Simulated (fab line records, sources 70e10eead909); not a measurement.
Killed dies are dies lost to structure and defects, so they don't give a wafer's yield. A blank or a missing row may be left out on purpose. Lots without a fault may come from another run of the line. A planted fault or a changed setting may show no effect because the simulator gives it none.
One fault seen from 2 desks | flow nand_harc | each desk has only its own numbers; what lay behind them comes last

THE DEFECT DESK
What the inspections along the route counted, lot by lot: means of the sampled wafers that have a number. A lot is out of limits, marked OUT, if its mean lies more than 4 standard deviations from the usual mean; the brackets give that distance.
Columns: A = raw_defect_count at NHARC_A_SLIT_INSPECT_11, usual 59
lot  | first seen here | A
L754 | day 20 05:19    | 19
L761 | day 23 07:25    | 74
L763 | day 23 18:06    | 78
L764 | day 24 16:23    | 28
L766 | day 25 23:58    | 48
L767 | day 26 10:02    | 59
L770 | day 26 19:22    | 54
L772 | day 27 20:23    | 72
L773 | day 27 20:33    | 28
L774 | day 28 20:35    | 15
L775 | day 29 08:00    | 80
L776 | day 30 05:23    | 59
This desk's finding: nothing out of limits on any of the 12 lots.

THE TOOL OWNER'S DESK: cvd_w-02
The tool's own readings at NHARC_A_WL_FILL_CVD_20 (deposits W, target thk 100 nm, time 74 s): means of the sampled wafers that have a number, for each lot that ran on this tool. A lot is out of limits, marked OUT, if its mean lies more than 4 standard deviations from the usual mean; the brackets give that distance.
Columns: A = heater_power_w at NHARC_A_WL_FILL_CVD_20, usual 889 W; B = throttle_valve_pct at NHARC_A_WL_FILL_CVD_20, usual 7.8 %
lot  | first seen here | A   | B
L754 | day 21 12:17    | 899 | 7.6
L761 | day 24 16:22    | 890 | 7.8
L763 | day 25 03:41    | 930 | 7.7
L764 | day 25 21:56    | 926 | 7.6
L770 | day 28 05:17    | 904 | 7.4
L772 | day 29 02:35    | 859 | 7.4
L774 | day 30 05:48    | 857 | 7.5
L775 | day 31 01:45    | 860 | 7.4
L776 | day 31 14:00    | 919 | 7.4
This desk's finding: nothing out of limits on any of the 9 lots.

PUT TOGETHER
The defect desk saw nothing out of limits.
The tool owner's desk saw nothing out of limits.

WHAT THE SIMULATOR HAD PUT IN
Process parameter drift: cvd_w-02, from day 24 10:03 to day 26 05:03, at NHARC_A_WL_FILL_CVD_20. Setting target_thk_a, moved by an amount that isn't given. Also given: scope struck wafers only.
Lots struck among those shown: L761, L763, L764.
